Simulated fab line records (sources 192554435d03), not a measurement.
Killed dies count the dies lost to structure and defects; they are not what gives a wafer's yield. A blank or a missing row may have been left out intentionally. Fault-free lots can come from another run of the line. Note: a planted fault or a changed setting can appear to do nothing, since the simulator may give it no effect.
Split-lot experiment    flow n5_finfet    7 lots, 21 wafers read, on a route of 1938 steps

## ON THE SPLIT
At N5_BEOL_M0_SAQP_COAT_105 (time 60 s, resist thk 100 nm), the setting spin_rpm was moved away from the recipe's 1500 rpm on 5 of the 21 wafers read, by -9.7% to +7.5%. All remaining wafers had this setting at the recipe value.

The split's own step is where the reading is taken.

## THE READING
SOC_of_BEOL_M0_SAQP_COAT_105.thk_nm (the simulator's own value, which no gauge read), in nm, at N5_BEOL_M0_SAQP_COAT_105 (time 60 s, resist thk 100 nm). No usual value for it is given in the file. The 16 wafers here that ran the recipe average 100.2 nm, standard deviation 0.41 nm.

wafer   tool, chamber at the split  spin_rpm as run, rpm  against the recipe  SOC_of_BEOL_M0_SAQP_COAT_105.thk_nm, nm  against lot-mates on the recipe
L075.4  litho_track-01, 0           1500                  recipe              100.2                                    -
L075.5  litho_track-01, 0           1500                  recipe              100.2                                    -
L075.6  litho_track-01, 0           1500                  recipe              100.2                                    -
L079.2  litho_track-04, 0           1500                  recipe              99.6                                     -
L079.3  litho_track-04, 0           1613                  +7.5%               95.8                                     -3.7
L079.4  litho_track-04, 0           1500                  recipe              99.4                                     -
L082.1  litho_track-04, 0           1500                  recipe              100.2                                    -
L082.3  litho_track-04, 0           1500                  recipe              100                                      -
L082.4  litho_track-04, 0           1500                  recipe              100.4                                    -
L083.3  litho_track-04, 0           1361                  -9.3%               104.8                                    +4.4
L083.5  litho_track-04, 0           1361                  -9.3%               105.4                                    +5.0
L083.6  litho_track-04, 0           1500                  recipe              100.4                                    -
L086.1  litho_track-02, 0           1500                  recipe              100.8                                    -
L086.3  litho_track-02, 0           1500                  recipe              100.6                                    -
L086.5  litho_track-02, 0           1500                  recipe              100.4                                    -
L092.1  litho_track-04, 0           1355                  -9.7%               105.6                                    +4.9
L092.3  litho_track-04, 0           1500                  recipe              100.6                                    -
L092.4  litho_track-04, 0           1500                  recipe              100.8                                    -
L094.1  litho_track-02, 0           1583                  +5.5%               97                                       -2.7
L094.4  litho_track-02, 0           1500                  recipe              99.8                                     -
L094.6  litho_track-02, 0           1500                  recipe              99.6                                     -

FIT RESULTS
A straight line over all 21 wafers: SOC_of_BEOL_M0_SAQP_COAT_105.thk_nm changes by -0.551 nm for each +1% of spin_rpm; r = -0.99; the points scatter about the line by 0.4 nm.
The same after taking each lot's own level away (the mean of its wafers on the recipe; 21 wafers): -0.502 nm for each +1%; r = -1.00; scatter 0.15 nm.
On that fit, the largest move of spin_rpm shifts the reading by 4.9 nm.
From 99.50 to 100.70 nm: that is the span of the lots' own levels, equal to 2.9 times the standard deviation above.
So the lot-to-lot level changes the slope little: the two slopes agree.
Check: with one of the wafers moved furthest among these (-9.7%) left out of the fit, the line predicts +4.86 nm for it against its lot-mates. Against them it came out at +4.9 nm.

## ADDITIONAL SPLITS CARRIED BY THESE WAFERS
Before the reading, these wafers also passed through other splits. Each is held against what the fit with the lots' levels taken away leaves over:
other split on the same wafers         wafers away from the commonest value  r with SOC_of_BEOL_M0_SAQP_COAT_105.thk_nm (lot level and that fit taken away)
N5_GATE_CUT_DESCUM_18 time_s           6                                     +0.26
N5_MOL_CONTACT_COAG_COAT_76 spin_rpm   7                                     +0.22
N5_MOL_CONTACT_COAG_EXPOSE_81 dose_mj  10                                    -0.01

## THE FILE'S OWN FIT
SOC_of_BEOL_M0_SAQP_COAT_105.thk_nm changes by -0.501 nm for each +1% of spin_rpm, r = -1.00.
